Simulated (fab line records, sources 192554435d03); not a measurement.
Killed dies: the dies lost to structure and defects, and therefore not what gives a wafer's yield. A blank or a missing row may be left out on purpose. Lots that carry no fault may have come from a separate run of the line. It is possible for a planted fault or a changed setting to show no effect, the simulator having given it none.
Split-lot study / flow n5 finfet / 21 wafers read across 7 lots, on a route 1938 steps long

THE SPLIT
At N5_BEOL_M0_SAQP_EXPOSE_11 (exposes mask M0 CORE, target cd 42 nm), the setting dose mj was moved away from the recipe's 55 on 6 of the 21 wafers read, by +1.9% to +7.5%. The other wafers ran this setting at the recipe's value.

FROM THE SPLIT TO THE READING: what the file shows between them, 2 steps
- N5_BEOL_M0_SAQP_PEB_12: peb time 60 s
- N5_BEOL_M0_SAQP_DEVELOP_13: develop time 30 s

THE READING
cd nm at N5_BEOL_M0_SAQP_CD_MEAS_14, given in nm (cd target 42.5 nm). On this fab line, fault-free wafers typically give 42.4 nm with a standard deviation of 0.35 nm.

wafer=L075.1; tool, chamber at the split=arfi scanner-01, 0; dose mj as run=55; against the recipe=recipe; cd nm, nm=42.4; against lot-mates on the recipe=-
wafer=L075.2; tool, chamber at the split=arfi scanner-01, 0; dose mj as run=55; against the recipe=recipe; cd nm, nm=42.8; against lot-mates on the recipe=-
wafer=L075.6; tool, chamber at the split=arfi scanner-01, 0; dose mj as run=55; against the recipe=recipe; cd nm, nm=43.2; against lot-mates on the recipe=-
wafer=L078.1; tool, chamber at the split=arfi scanner-01, 0; dose mj as run=55; against the recipe=recipe; cd nm, nm=42.4; against lot-mates on the recipe=-
wafer=L078.3; tool, chamber at the split=arfi scanner-01, 0; dose mj as run=55; against the recipe=recipe; cd nm, nm=42.2; against lot-mates on the recipe=-
wafer=L078.5; tool, chamber at the split=arfi scanner-01, 0; dose mj as run=57.12; against the recipe=+3.9%; cd nm, nm=41.2; against lot-mates on the recipe=-1.1
wafer=L079.1; tool, chamber at the split=arfi scanner-01, 0; dose mj as run=59.11; against the recipe=+7.5%; cd nm, nm=41.0; against lot-mates on the recipe=-1.5
wafer=L079.3; tool, chamber at the split=arfi scanner-01, 0; dose mj as run=55; against the recipe=recipe; cd nm, nm=42.8; against lot-mates on the recipe=-
wafer=L079.6; tool, chamber at the split=arfi scanner-01, 0; dose mj as run=55; against the recipe=recipe; cd nm, nm=42.1; against lot-mates on the recipe=-
wafer=L081.4; tool, chamber at the split=arfi scanner-01, 0; dose mj as run=55; against the recipe=recipe; cd nm, nm=42.2; against lot-mates on the recipe=-
wafer=L081.5; tool, chamber at the split=arfi scanner-01, 0; dose mj as run=55; against the recipe=recipe; cd nm, nm=42.4; against lot-mates on the recipe=-
wafer=L081.6; tool, chamber at the split=arfi scanner-01, 0; dose mj as run=55; against the recipe=recipe; cd nm, nm=42.4; against lot-mates on the recipe=-
wafer=L086.2; tool, chamber at the split=arfi scanner-02, 0; dose mj as run=55; against the recipe=recipe; cd nm, nm=42.4; against lot-mates on the recipe=-
wafer=L086.3; tool, chamber at the split=arfi scanner-02, 0; dose mj as run=55; against the recipe=recipe; cd nm, nm=42.1; against lot-mates on the recipe=-
wafer=L086.4; tool, chamber at the split=arfi scanner-02, 0; dose mj as run=55; against the recipe=recipe; cd nm, nm=41.8; against lot-mates on the recipe=-
wafer=L089.2; tool, chamber at the split=arfi scanner-01, 0; dose mj as run=56.07; against the recipe=+1.9%; cd nm, nm=42.1; against lot-mates on the recipe=-0.3
wafer=L089.3; tool, chamber at the split=arfi scanner-01, 0; dose mj as run=55; against the recipe=recipe; cd nm, nm=42.4; against lot-mates on the recipe=-
wafer=L089.6; tool, chamber at the split=arfi scanner-01, 0; dose mj as run=56.07; against the recipe=+1.9%; cd nm, nm=42.0; against lot-mates on the recipe=-0.4
wafer=L090.1; tool, chamber at the split=arfi scanner-02, 0; dose mj as run=57.07; against the recipe=+3.8%; cd nm, nm=41.1; against lot-mates on the recipe=-1.2
wafer=L090.4; tool, chamber at the split=arfi scanner-02, 0; dose mj as run=55; against the recipe=recipe; cd nm, nm=42.3; against lot-mates on the recipe=-
wafer=L090.5; tool, chamber at the split=arfi scanner-02, 0; dose mj as run=57.07; against the recipe=+3.8%; cd nm, nm=41.0; against lot-mates on the recipe=-1.3

THE FIT
A straight line over all 21 wafers: cd nm changes by -0.244 nm for each +1% of dose mj; r = -0.83; the points scatter about the line by 0.34 nm.
The same after taking each lot's own level away (the mean of its wafers on the recipe; 21 wafers): -0.239 nm for each +1%; r = -0.89; scatter 0.25 nm.
On that fit, the largest move of dose mj shifts the reading by 1.8 nm.
Measured against the standard deviation above, the lots' own levels, which go from 42.10 to 42.80 nm, span 2.0 times it.
Hence the lot-to-lot level has little effect on the slope; both slopes agree.
Check: -2.23 nm against its lot-mates is what the line predicts for one of the wafers moved furthest among these (+7.5%) when that wafer is left out of the fit. It came out at -1.45 nm against them.

THE FILE'S OWN FIT
cd nm changes by -0.238 nm for each +1% of dose mj, r = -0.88.
